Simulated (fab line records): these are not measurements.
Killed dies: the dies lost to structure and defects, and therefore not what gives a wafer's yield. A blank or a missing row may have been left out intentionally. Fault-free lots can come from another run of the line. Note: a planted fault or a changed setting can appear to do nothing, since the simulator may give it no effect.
fab line records	flow n5_finfet
record: lots: 8	wafers: 24	last_day: 17
route steps=1938 shown BEOL_M4@1111 BEOL_M15@1807 PASSIVATION@1936
lots with no fault: from the same line, run without faults
start_h: the number of hours between the record's first day and the start of the first shown wafer of the lot	wait_h: hours elapsed since this lot's preceding step	" the same as in the row above	L1.1+2: several wafers, shown together as one row	- no value, or no start given	* or withheld: withheld	< > ~ a bound
route shown NAME@n: a module of which the file shows steps, and the number in the route of the first	usual: mean/standard deviation of fault-free wafers	same: alike in all rows	chamber/n: place in a boat	sites: readings site by site	_std_site: their standard deviation	_edge_site: outer sites' mean less inner sites'	radius_mm: how far each site lies from the wafer's centre	mask NAME#n: copy n	behind: the tool/chamber that last shaped the wafer	hold: what put the lot on hold/how long, in hours/how the hold closed	device: transistor that didn't switch, given as n, p or np	end of line: tests of these same wafers at the route's end	a step without rows: its recipe alone	killed: dies that structure and defects cost at the first sort, which is not the same as the wafer's yield	map: shows each die of a wafer: x if killed, . if not, _ if none is there
set.NAME: the setting that was run; set.NAME@STEP: the one run at that earlier step	model.NAME: the simulator's own value behind a step, which no gauge read
one table for each step of the route and one row for each wafer, over a sample of lots
services: from which hour (start_h, from the record's first day; less than 0 if before it) a tool's chamber was out of use, for how many hours, and why
== steps ==
step: N5_BEOL_M4_RC_MEAS_101
usual: DIBL_N: 37.5/2	DIBL_P: 37.5/2.5	IOFF_N: 0.18/0.042	IOFF_P: 0.24/0.046	ION_N: 677/15	ION_P: 464/9.5	SS_N: 72.0/0.76	SS_P: 73.6/0.79	VT_N: 249/3.5	VT_P: -249/3.2
lot.wafer	tool	chamber	start_h	wait_h	DIBL_N[mV/V]	DIBL_P[mV/V]	IOFF_N[nA/um]	IOFF_P[nA/um]	ION_N[uA/um]	ION_P[uA/um]	SS_N[mV/dec]	SS_P[mV/dec]	VT_N[mV]	VT_P[mV]
L554.1	prober-01	0	224.89	0.0	39.3	41.9	0.24	0.32	683	468	72.4	75.0	244	-245
L554.3	"	0	"	"	33.9	33.9	0.13	0.18	653	454	71.4	73.0	253	-251
L554.4	"	0	"	"	38.0	41.3	0.22	0.29	694	474	71.8	74.9	245	-246
L555.1	prober-01	0	228.21	0.0	37.1	40.3	0.19	0.27	658	446	71.9	74.3	250	-252
L555.2	"	0	"	"	37.0	38.0	0.19	0.20	665	449	73.0	72.5	248	-252
L555.6	"	0	"	"	36.0	37.7	0.15	0.20	654	446	72.2	72.6	254	-255
L560.2	prober-02	0	253.53	0.2	35.3	34.4	0.12	0.18	661	461	71.0	72.3	254	-252
L560.4	"	0	"	"	36.3	35.7	0.15	0.20	688	476	71.4	72.5	252	-255
L560.6	"	0	"	"	35.2	34.0	0.12	0.17	648	452	71.3	72.6	257	-254
L562.1	prober-01	0	273.67	0.0	40.8	40.6	0.23	0.29	690	470	72.2	74.2	244	-247
L562.2	"	0	"	"	38.5	36.9	0.18	0.24	655	457	71.7	73.8	249	-247
L562.3	"	0	"	"	39.0	38.1	0.19	0.25	664	460	71.6	73.0	249	-247
L564.2	prober-01	0	290.64	0.2	34.4	32.8	0.13	0.20	667	465	71.4	72.4	251	-249
L564.3	"	0	"	"	42.0	42.2	0.33	0.38	704	485	73.0	74.2	238	-242
L564.5	"	0	"	"	38.8	37.2	0.20	0.25	686	470	72.1	74.1	248	-247
L563.1	prober-01	0	291.42	0.5	36.3	37.2	0.17	0.24	693	480	70.8	72.9	248	-247
L563.2	"	0	"	"	35.6	35.8	0.15	0.22	665	466	71.5	72.4	248	-248
L563.3	"	0	"	"	40.4	39.2	0.25	0.27	676	461	73.2	73.8	248	-244
L566.2	prober-01	0	305.41	0.2	39.4	39.4	0.22	0.25	683	457	72.8	74.8	244	-249
L566.3	"	0	"	"	34.4	34.4	0.12	0.18	672	465	71.4	73.1	251	-254
L566.6	"	0	"	"	39.7	40.4	0.23	0.28	697	474	72.3	74.5	241	-249
L567.1	prober-02	0	307.06	0.0	37.1	36.8	0.19	0.20	668	454	72.8	73.0	248	-253
L567.3	"	0	"	"	35.2	35.5	0.13	0.18	659	452	71.5	73.1	251	-253
L567.6	"	0	"	"	38.5	38.6	0.20	0.23	673	457	72.3	74.2	248	-249
step: N5_BEOL_M15_DESCUM_33
recipe: chemistry: O2	time_s: 7.9	source_power_w: 50	bias_power_w: 20	pressure_mtorr: 20	rf_frequency_hz: 2.712e+07	temp_c: 40	o2_flow_sccm: 225
usual: drypump_motor_current_A: 5.7/0.37	oes_product_au: 0.76/0.098	rf_vpp_V: 243.1/1.4	showerhead_plenum_p_Torr: 2.08/0.067	temp_c: 40.00/0.11	throttle_valve_pct: 20.47/0.25
lot.wafer	tool	chamber	start_h	wait_h	drypump_motor_current_A	oes_product_au	rf_hours_counter_h	rf_vpp_V	showerhead_plenum_p_Torr	temp_c	throttle_valve_pct
L555.1	rie_diel-01	0	306.28	0.5	5.6	0.99	3	243.4	2.08	39.98	20.07
L555.2	"	3	"	"	5.5	0.69	214	242.8	2.07	40.28	20.55
L555.6	"	1	"	"	5.5	0.70	-	243.5	2.06	40.09	20.60
L554.1	rie_diel-01	1	308.54	0.0	5.5	0.70	235	242.8	2.06	39.98	20.62
L554.3	"	0	"	"	5.7	0.96	4	242.3	2.08	40.04	20.07
L554.4	"	2	"	"	6.3	0.71	197	241.3	1.98	39.94	20.38
L560.2	rie_diel-02	3	350.59	0.0	5.3	0.74	141	245.0	2.08	40.13	19.97
L560.4	"	1	"	"	5.7	0.86	-	241.8	2.04	40.05	20.28
L560.6	"	0	"	"	6.3	0.70	-	244.0	2.02	39.98	20.66
L562.1	rie_diel-01	1	353.90	0.1	5.5	0.68	249	243.1	2.06	39.95	20.65
L562.2	"	2	"	"	6.3	0.71	211	242.7	1.98	40.06	20.39
L562.3	"	0	"	"	5.6	0.92	17	242.4	2.08	39.69	20.08
L564.2	rie_diel-03	3	374.28	0.0	5.7	0.68	248	239.9	1.98	40.02	20.60
L564.3	"	1	"	"	6.2	0.71	220	244.3	2.13	40.03	20.69
L564.5	"	0	"	"	5.7	0.69	-	242.6	2.18	39.95	20.81
L563.1	rie_diel-03	0	379.49	0.1	5.7	0.69	242	246.2	2.18	39.98	20.79
L563.2	"	1	"	"	6.3	0.71	222	244.1	2.12	40.18	20.72
L563.3	"	2	"	"	6.0	0.90	48	246.2	2.23	39.97	20.62
L566.2	rie_diel-02	3	390.94	0.0	5.3	0.73	155	243.7	2.07	40.19	20.00
L566.3	"	2	"	"	5.2	0.92	11	241.4	2.06	40.00	20.53
L566.6	"	3	"	"	5.3	0.74	-	243.8	2.07	40.16	20.00
L567.1	rie_diel-01	2	391.93	0.0	6.3	0.69	225	241.4	1.97	40.12	20.40
L567.3	"	1	"	"	5.5	0.96	2	242.4	2.06	39.87	20.33
L567.6	"	2	"	"	6.3	0.69	-	241.2	1.97	39.84	20.40
step: N5_BEOL_M15_ETCH_38
recipe: chemistry: CF4/N2	target: SiCN	target_depth_a: 1064	taper_deg: 2	time_s: 120.5	ion_energy_ev: 150	mask_material: SiO2	pressure_mtorr: 40	source_w: 430	bias_w: 70	Ar_flow_sccm: 100	cf4_flow_sccm: 60	n2_flow_sccm: 60
usual: drypump_motor_current_A: 5.7/0.39	mfc_ar_sccm: 100.0/0.31	oes_product_au: 0.77/0.1	rf_vpp_V: 381.9/1.7	showerhead_plenum_p_Torr: 2.18/0.056	throttle_valve_pct: 15.52/0.27
lot.wafer	tool	chamber	start_h	wait_h	drypump_motor_current_A	mfc_ar_sccm	oes_product_au	rf_hours_counter_h	rf_vpp_V	showerhead_plenum_p_Torr	throttle_valve_pct
L555.1	rie_diel-03	1	-	-	6.2	100.2	0.73	201	384.3	2.28	15.86
L555.2	"	2	"	"	6.0	100.1	0.94	27	384.9	2.31	15.37
L555.6	"	0	"	"	5.7	100.0	0.69	-	385.2	2.26	15.55
L554.1	rie_diel-02	1	-	-	5.8	99.7	0.87	66	382.6	2.16	15.31
L554.3	"	3	"	"	5.3	99.4	0.76	128	380.9	2.20	15.07
L554.4	"	0	"	"	6.2	99.6	0.70	240	381.6	2.20	15.98
L560.2	rie_diel-01	1	-	-	5.5	99.8	0.69	247	382.0	2.19	15.84
L560.4	"	2	"	"	6.3	99.8	0.73	209	378.4	2.10	15.54
L560.6	"	2	"	"	6.3	100.0	0.73	-	380.3	2.10	15.57
L562.1	rie_diel-01	3	-	-	5.4	100.6	0.66	229	381.7	2.19	15.67
L562.2	"	0	"	"	5.6	99.9	0.94	18	382.1	2.17	14.95
L562.3	"	1	"	"	5.5	100.3	0.69	250	381.3	2.19	15.85
L564.2	rie_diel-01	0	-	-	5.7	100.5	0.93	25	381.8	2.16	14.97
L564.3	"	2	"	"	6.3	99.4	0.72	219	379.5	2.10	15.60
L564.5	"	3	"	"	5.4	99.7	0.66	-	382.4	2.18	15.68
L563.1	rie_diel-02	0	-	-	6.2	99.9	0.98	5	380.9	2.19	15.45
L563.2	"	2	"	"	5.1	100.0	0.94	10	381.5	2.16	15.35
L563.3	"	3	"	"	5.3	100.0	0.74	153	382.8	2.19	15.13
L566.2	rie_diel-02	0	-	-	6.3	99.8	0.96	8	381.0	2.19	15.46
L566.3	"	3	"	"	5.4	100.0	0.74	155	381.8	2.19	15.14
L566.6	"	2	"	"	5.1	100.1	0.94	-	381.9	2.16	15.34
L567.1	rie_diel-02	2	-	-	5.1	100.1	0.94	12	381.3	2.16	15.36
L567.3	"	1	"	"	5.8	100.1	0.82	94	380.7	2.15	15.37
L567.6	"	3	"	"	5.4	99.9	0.74	-	382.8	2.19	15.14
step: N5_BEOL_M15_PRE_CLEAN_42
recipe: gas: H2/He	time_s: 30	temp_c: 300
usual: heater_power_w: 463/43
lot.wafer	tool	chamber	start_h	wait_h	heater_power_w
L555.1	pvd_sputter-01	-	307.21	0.0	427
L555.2	"	-	"	"	513
L555.6	"	-	"	"	508
L554.1	pvd_sputter-03	-	311.19	0.0	465
L554.3	"	-	"	"	448
L554.4	"	-	"	"	476
L560.2	pvd_sputter-01	-	351.28	0.0	523
L560.4	"	-	"	"	422
L560.6	"	-	"	"	488
L562.1	pvd_sputter-03	-	356.56	0.0	460
L562.2	"	-	"	"	468
L562.3	"	-	"	"	414
L564.2	pvd_sputter-03	-	375.89	0.0	449
L564.3	"	-	"	"	463
L564.5	"	-	"	"	451
L563.1	pvd_sputter-01	-	382.21	0.0	506
L563.2	"	-	"	"	482
L563.3	"	-	"	"	422
L566.2	pvd_sputter-01	-	393.82	0.0	484
L566.3	"	-	"	"	424
L566.6	"	-	"	"	482
L567.1	pvd_sputter-03	-	393.96	0.0	472
L567.3	"	-	"	"	451
L567.6	"	-	"	"	409
step: N5_BEOL_M15_CMP_49
recipe: stop_on: SiO2	t_overpolish_s: 4.9	down_force_psi: 2	platen_rpm: 80	clearing_platen_down_force_psi: 2	clearing_platen_rpm: 80	post_cmp_clean: cu_alkaline	target_thk_nm: 850	clearing_platen_pad_velocity_m_s: 1.5917	pad_velocity_m_s: 1.5917
usual: barrier_field_endpoint_s: 11.3/0.33	clearing_platen_down_force_psi: 2.001/0.004	motor_current_A: 8.5/0.67	overpolish_run_s: 4.899/0.0089	retaining_ring_pressure_frac: 0.999/0.0046	slurry_flow_ml_min: 150.0/0.44
lot.wafer	tool	chamber	start_h	wait_h	barrier_field_endpoint_s	clearing_platen_down_force_psi	motor_current_A	overpolish_run_s	retaining_ring_pressure_frac	slurry_flow_ml_min
L555.2	cmp-03	0	308.72	0.2	-	-	-	-	-	-
L555.1	"	1	"	"	-	-	-	-	-	-
L555.6	"	0	"	"	-	-	-	-	-	-
L554.3	cmp-02	1	312.14	0.2	-	-	-	-	-	-
L554.4	"	2	"	"	-	-	-	-	-	-
L554.1	"	3	"	"	-	-	-	-	-	-
L560.2	cmp-02	3	353.17	0.4	11.3	1.993	7.4	4.892	1.002	149.5
L560.4	"	1	"	"	11.4	2.004	8.2	4.914	0.997	150.1
L560.6	"	3	"	"	11.0	2.001	7.4	4.877	1.007	150.4
L562.1	cmp-04	0	358.35	0.7	11.1	2.004	8.5	4.904	1.002	150.5
L562.2	"	1	"	"	11.6	2.000	8.8	4.911	0.999	149.7
L562.3	"	2	"	"	11.7	2.003	7.5	4.890	1.006	149.8
L564.2	cmp-03	3	376.83	0.2	11.6	2.003	9.1	4.895	0.992	150.7
L564.3	"	2	"	"	10.6	2.001	9.4	4.903	0.996	149.7
L564.5	"	3	"	"	11.7	2.006	9.0	4.896	1.002	150.2
L563.1	cmp-03	1	383.25	0.3	11.4	2.002	9.4	4.911	1.002	150.2
L563.2	"	2	"	"	10.8	2.002	9.0	4.889	1.002	149.5
L563.3	"	3	"	"	11.8	2.002	9.0	4.908	1.000	149.6
L566.3	cmp-02	0	394.68	0.2	11.8	2.003	8.7	4.893	0.994	149.8
L566.2	"	1	"	"	11.8	2.000	8.7	4.896	1.002	150.8
L566.6	"	0	"	"	11.5	2.001	9.0	4.895	1.001	149.8
L567.1	cmp-03	1	394.83	0.3	11.2	2.000	9.8	4.906	1.000	150.0
L567.3	"	0	"	"	11.0	1.997	7.8	4.882	1.000	150.1
L567.6	"	1	"	"	11.3	2.002	9.8	4.905	0.996	149.8
step: N5_BEOL_M15_THK_MEAS_50
recipe: thk_meas_gauge: xrf	reads: Cu_of_BEOL_M15_ECD_47
usual: M15_THK: 857/25
lot.wafer	tool	chamber	start_h	wait_h	M15_THK[nm]
L555.1	film_metro-02	-	309.01	0.2	1890
L555.2	"	-	"	"	1900
L555.6	"	-	"	"	1879
L554.1	film_metro-01	-	312.44	0.2	1925
L554.3	"	-	"	"	1923
L554.4	"	-	"	"	1906
L560.2	film_metro-01	-	353.43	-	843
L560.4	"	-	"	"	859
L560.6	"	-	"	"	845
L562.1	film_metro-01	-	358.61	-	865
L562.2	"	-	"	"	875
L562.3	"	-	"	"	910
L564.2	film_metro-02	-	377.12	-	871
L564.3	"	-	"	"	857
L564.5	"	-	"	"	826
L563.1	film_metro-02	-	383.55	-	810
L563.2	"	-	"	"	838
L563.3	"	-	"	"	868
L566.2	film_metro-02	-	394.97	-	837
L566.3	"	-	"	"	875
L566.6	"	-	"	"	842
L567.1	film_metro-01	-	395.13	-	853
L567.3	"	-	"	"	859
L567.6	"	-	"	"	850
step: N5_BEOL_M15_RS_MEAS_54
recipe: thk_meas_gauge: four-point-probe	reads: Cu_of_BEOL_M15_ECD_47+Ta_of_BEOL_M15_SPUTTER_44+TaN_of_BEOL_M15_SPUTTER_43
usual: M15_RS: 0.0216/0.00062
lot.wafer	tool	chamber	start_h	wait_h	M15_RS[ohm/sq]
L555.1	film_metro-01	-	309.14	0.0	0.0092
L555.2	"	-	"	"	0.0092
L555.6	"	-	"	"	0.0093
L554.1	film_metro-02	-	312.57	0.0	0.0091
L554.3	"	-	"	"	0.0092
L554.4	"	-	"	"	0.0092
L560.2	film_metro-02	-	353.56	0.1	0.0221
L560.4	"	-	"	"	0.0216
L560.6	"	-	"	"	0.0220
L562.1	film_metro-02	-	358.74	0.0	0.0215
L562.2	"	-	"	"	0.0213
L562.3	"	-	"	"	0.0204
L564.2	film_metro-02	-	377.25	0.1	0.0213
L564.3	"	-	"	"	0.0216
L564.5	"	-	"	"	0.0225
L563.1	film_metro-02	-	383.68	0.0	0.0225
L563.2	"	-	"	"	0.0219
L563.3	"	-	"	"	0.0211
L566.2	film_metro-01	-	395.22	0.1	0.0221
L566.3	"	-	"	"	0.0213
L566.6	"	-	"	"	0.0221
L567.1	film_metro-01	-	395.26	0.0	0.0217
L567.3	"	-	"	"	0.0214
L567.6	"	-	"	"	0.0217
step: N5_BEOL_M15_INSPECT_55
recipe: inspect_instrument: darkfield	mode: post_dep
usual: raw_defect_count: 69/21
lot.wafer	tool	chamber	start_h	wait_h	raw_defect_count
L555.1	defect_inspect-02	-	309.17	0.0	6334
L555.2	"	-	"	"	6407
L555.6	"	-	"	"	6516
L554.1	defect_inspect-02	-	312.59	0.0	6545
L554.3	"	-	"	"	6313
L554.4	"	-	"	"	6484
L560.2	defect_inspect-01	-	353.58	0.0	117
L560.4	"	-	"	"	102
L560.6	"	-	"	"	89
L562.1	defect_inspect-01	-	358.76	0.0	38
L562.2	"	-	"	"	54
L562.3	"	-	"	"	45
L564.2	defect_inspect-01	-	377.27	0.0	46
L564.3	"	-	"	"	42
L564.5	"	-	"	"	65
L563.1	defect_inspect-01	-	383.70	0.0	49
L563.2	"	-	"	"	47
L563.3	"	-	"	"	47
L566.2	defect_inspect-02	-	395.24	0.0	68
L566.3	"	-	"	"	103
L566.6	"	-	"	"	84
L567.1	defect_inspect-01	-	395.28	0.0	60
L567.3	"	-	"	"	69
L567.6	"	-	"	"	103
step: N5_PASSIVATION_PROBE_49
usual: defect_limited_yield: 91.8/1.5	killed_at_M0_to_M3: 33/11	killed_at_M4_up: 13/5	killed_at_contacts: 11/5.6	killed_at_front_end: 36/12	killed_at_other: 3.4/2.5	killed_dies: 97/18	killed_on_rim: 12/4.2	killed_open: 64/13	killed_short: 31/6.9	sort_bin_4_leakage: 0.01/0.048	sort_bin_5_function: 4.8/1	sort_bin_6_memory: 3.1/0.64	sort_n_pass: 1083/18	sort_yield_pct: 91.8/1.5
same: gross_dies: 1180	killed_at_back_side: 0	sort_bin_8_speed[%]: 0
lot.wafer	tool	chamber	start_h	wait_h	defect_limited_yield[%]	killed_at_M0_to_M3	killed_at_M4_up	killed_at_contacts	killed_at_front_end	killed_at_other	killed_dies	killed_on_rim	killed_open	killed_short	sort_bin_4_leakage[%]	sort_bin_5_function[%]	sort_bin_6_memory[%]	sort_n_pass	sort_yield_pct[%]
L554.1	prober-01	-	325.45	0.0	0	34	1096	11	39	0	1180	152	65	27	0	4.8	3.2	0	0
L554.3	prober-01	-	325.55	0.1	0	24	1118	11	27	0	1180	152	51	32	0	4.3	2.8	0	0
L554.4	prober-01	-	325.60	0.2	0	20	1100	13	45	2	1180	152	70	21	0	4.5	3.1	0	0
L555.1	prober-01	-	327.74	0.3	0	19	1113	21	21	6	1180	152	52	21	0	3.6	2.5	0	0
L555.2	prober-01	-	327.79	0.4	0	14	1100	12	51	3	1180	152	67	32	0	5.4	2.8	0	0
L555.6	prober-01	-	327.99	0.6	0	38	1079	9	46	8	1180	152	77	34	0	6.0	3.2	0	0
killed by level:class
L554.1 BEOL_M15:area_cmp=1083 MOL_CONTACT_COAG:geometric_particle:open=10 BEOL_M0_SAQP:geometric_particle:open=10 BEOL_M0_SAQP:geometric_particle:short=8 BEOL_M1:geometric_particle:open=8 FIN_SAQP:geometric_particle:open=6 DUMMY_GATE:geometric_particle:open=6 FIN_SAQP:geometric_particle:short=5
L554.3 BEOL_M15:area_cmp=1095 MOL_CONTACT_COAG:geometric_particle:open=8 BEOL_M4:geometric_particle:open=8 BEOL_M0_SAQP:geometric_particle:short=7 FIN_SAQP:geometric_particle:open=6 BEOL_M0_SAQP:geometric_particle:open=5 BEOL_M2:geometric_particle:open=5 BEOL_M4:geometric_particle:short=5
L554.4 BEOL_M15:area_cmp=1085 STI_FIN_REVEAL:geometric_particle:open=21 MOL_CONTACT_COAG:geometric_particle:open=10 BEOL_M2:geometric_particle:open=9 FIN_SAQP:geometric_particle:open=8 DUMMY_GATE:geometric_particle:open=4 MOL_CONTACT_COAG:geometric_particle:short=3 BEOL_M2:geometric_particle:short=3
L555.1 BEOL_M15:area_cmp=1107 MOL_CONTACT_COAG:geometric_particle:open=18 STI_FIN_REVEAL:geometric_particle:open=12 BEOL_M0_SAQP:geometric_particle:short=6 BEOL_M1:geometric_particle:open=6 MOL_CONTACT_COAG:geometric_particle:short=3 BEOL_M0_SAQP:geometric_particle:open=3 STI_FIN_REVEAL:geometric_particle:short=2
L555.2 BEOL_M15:area_cmp=1080 STI_FIN_REVEAL:geometric_particle:open=15 FIN_SAQP:geometric_particle:short=13 MOL_CONTACT_COAG:geometric_particle:open=10 FIN_SAQP:geometric_particle:open=9 BEOL_M4:geometric_particle:open=8 DUMMY_GATE:geometric_particle:open=5 BEOL_M1:geometric_particle:open=5
L555.6 BEOL_M15:area_cmp=1066 FIN_SAQP:geometric_particle:open=13 FIN_SAQP:geometric_particle:short=11 BEOL_M0_SAQP:geometric_particle:open=8 BEOL_M0:geometric_particle:open=7 BEOL_M1:geometric_particle:open=7 BEOL_M4:geometric_particle:open=7 STI_FIN_REVEAL:geometric_particle:open=6
== services ==
tool	chamber	start_h	hours	kind
cmp-02	-	286.12	25.1	repair
cmp-03	-	286.72	6.2	pm
rie_diel-01	-	300.50	2.8	pm
cmp-04	-	317.77	1.3	repair
cmp-02	-	331.59	0.3	repair
rie_diel-02	2	337.78	-	clean
rie_diel-02	2	337.78	-	consumable_replace:focus_ring
rie_diel-02	2	337.78	16.5	scheduled_down
rie_diel-02	2	337.78	16.5	vent_cycle
cmp-03	-	343.74	17.0	pm
rie_diel-02	0	354.31	-	clean
rie_diel-02	0	354.31	-	consumable_replace:focus_ring
rie_diel-02	0	354.31	14.8	scheduled_down
rie_diel-02	0	354.31	14.8	vent_cycle
cmp-02	-	354.33	4.0	pm
rie_diel-01	1	356.71	-	clean
rie_diel-01	1	356.71	-	consumable_replace:focus_ring
rie_diel-01	1	356.71	25.9	scheduled_down
rie_diel-01	1	356.71	25.9	vent_cycle
cmp-02	-	358.33	-	consumable_replace:conditioner
cmp-02	-	358.33	-	consumable_replace:pad
cmp-02	-	364.00	16.6	pm
cmp-04	-	368.37	1.6	repair
cmp-02	-	387.58	2.9	repair
== key ==
first_sign: step: N5_BEOL_M15_CMP_49	reading: tool_record	direction: missing
effect: step: N5_BEOL_M15_THK_MEAS_50	reading: M15_THK	direction: up	sigmas: 42	usual: 857	struck: 1904
effect: step: N5_BEOL_M15_RS_MEAS_54	reading: M15_RS	direction: down	sigmas: 20	usual: 0.0216	struck: 0.0092
effect: step: N5_BEOL_M15_INSPECT_55	reading: raw_defect_count	direction: up	sigmas: 99+	usual: 69	struck: 6433
effect: step: N5_PASSIVATION_PROBE_49	reading: killed_at_M4_up	direction: up	sigmas: 99+	usual: 13	struck: 1101
more_kills_born_at: N5_BEOL_M15_CMP_49@cmp-02: 3263	N5_BEOL_M15_CMP_49@cmp-03: 3253
met_at N5_BEOL_M15_CMP_49
struck_lots L554,L555
later_rows_left_out L554.1,L554.3,L554.4,L555.1,L555.2,L555.6
not_acting_at N5_BEOL_M15_DESCUM_33,N5_BEOL_M15_ETCH_38,N5_BEOL_M15_PRE_CLEAN_42
fault: kind: skipped_step_whole	tool: cmp-02,cmp-03	chamber: -	onset_h: 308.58	steps: N5_BEOL_M15_CMP_49	scope: struck_lots_only
later_rows_left_out: the simulator's readings of these wafers behind a module that went badly wrong aren't trusted and aren't shown, but for the sort
